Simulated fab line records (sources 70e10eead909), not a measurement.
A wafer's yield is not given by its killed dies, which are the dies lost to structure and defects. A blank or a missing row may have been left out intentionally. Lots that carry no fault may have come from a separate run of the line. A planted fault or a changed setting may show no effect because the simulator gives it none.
A lot that was struck, set against a sound lot | flow nand_harc | 14 steps out of a route of 1159
Sound: the wafers L219.3, L219.4, L219.5. Struck: wafer L227.3 (left out: L227.1, L227.2 of the same lot, which were not struck); the cause appears at the end.
For every step that has rows: the tool of each side, followed by ch and its chambers, followed by its first start. Under that, the readings that differ: sound wafers | struck wafers | difference of the means | sigmas: that difference in standard deviations of wafers without a fault.
alike: words and numbers the same on both sides, and readings whose means are apart by under 2 such deviations; not compared: readings that were withheld, readings missing a value for some wafer, numbers with overlapping values and no deviation given by the record, and bounds like >300 which may hide the same value.
Wherever a step has rows on one side only, a row that says differs or no value, or a row with sigmas, the two part there. Non-overlapping numbers with no deviation appear without sigmas and do not part them. Lack of a reading on every wafer of one side parts them only where that side has two or more wafers.

first, 1 step without rows for these wafers: NHARC_A_WL_FILL_ANNEAL_08 (time 1800 s).
NHARC_A_WL_FILL_ALD_10: deposits SiO2, target thk 50 nm, pulse time 10 s, ald cycles 500.
  sound on ald_hk-02 ch 0,1, day 16 21:34; struck on ald_hk-01 ch 3, day 18 12:20
  alike: heater_power_w, precursor_pulse_height_rel
  not compared: ald_cycles
NHARC_A_WL_FILL_ETCHBACK_16: etches the open film in C4F8/O2/Ar, target depth 88 nm, time 17.6 s.
  sound: rie_diel-10 ch 1,3; struck: rie_diel-10 ch 3
  alike: chamber_pressure_mTorr, oes_product_au, rf_vpp_V
  not compared: rf_hours_counter_h
then, 1 step without rows for these wafers: NHARC_A_WL_FILL_STRIP_29 (strips in O2, time 20 s).
NHARC_A_WL_FILL_ETCHBACK_17: etches the open film in Cl2/BCl3, target depth 4 nm, time 26.7 s.
  sound on rie_metal-01 ch 0,1, day 17 02:26; struck on rie_metal-01 ch 0, day 18 17:08
  alike: chamber_pressure_mTorr, drypump_motor_current_A, oes_product_au
  not compared: rf_hours_counter_h
then, 3 steps without rows for these wafers: NHARC_A_WL_FILL_PRECLEAN_18 (cleans in dHF, time 30 s); NHARC_A_WL_FILL_SRD_21; NHARC_A_WL_FILL_CVD_23 (deposits poly-Si, target thk 40 nm, time 800 s).
NHARC_A_WL_FILL_ETCHBACK_26: etches the open film in HBr, target depth 52 nm, time 13.3 s.
  sound on rie_si-05 ch 1,3, day 17 06:06; struck on rie_si-02 ch 3, day 18 22:27
  alike: chamber_pressure_mTorr, drypump_motor_current_A, oes_product_au, throttle_valve_pct
  not compared: rf_hours_counter_h
then, 2 steps without rows for these wafers: NHARC_A_WL_FILL_PRECLEAN_30 (cleans in dHF, time 10 s); NHARC_A_WL_FILL_SRD_14.
NHARC_A_WL_FILL_ALD_19: deposits TiN, target thk 2 nm, pulse time 3 s, ald cycles 100.
  sound on ald_metal-04 ch 0,3, day 17 06:21; struck on ald_metal-04 ch 2, day 18 22:42
  reading    | sound       | struck | difference | sigmas
  ald_cycles | 100 100 100 | 50     | -50        |
  alike: heater_power_w, precursor_pulse_height_rel
NHARC_A_WL_FILL_CVD_20: deposits W, target thk 75 nm, time 5064 s.
  sound: cvd_w-01 ch 0,1; struck: cvd_w-01 ch 0
  alike: heater_power_w, mfc_wf6_sccm, throttle_valve_pct
-- the record jumps here: 3 days lie between the struck wafers' starts before and after (it left off in module A_WL_FILL and takes up again in module END, whose first step shown is number 1159 of the route) --
NHARC_END_SORT_01:
  sound on prober-02 ch 0, day 21 01:55; struck on prober-01 ch 0, day 22 02:38
  reading         | sound    | struck | difference | sigmas
  killed_at_array | 30 17 24 | 674    | +650       | +54
  killed_dies     | 30 21 24 | 677    | +652       | +54
  alike: killed_at_other, killed_at_periphery, killed_open, killed_short

WHERE THEY PART
Only at NHARC_END_SORT_01, within this record.

WHY: whatever the simulator had introduced
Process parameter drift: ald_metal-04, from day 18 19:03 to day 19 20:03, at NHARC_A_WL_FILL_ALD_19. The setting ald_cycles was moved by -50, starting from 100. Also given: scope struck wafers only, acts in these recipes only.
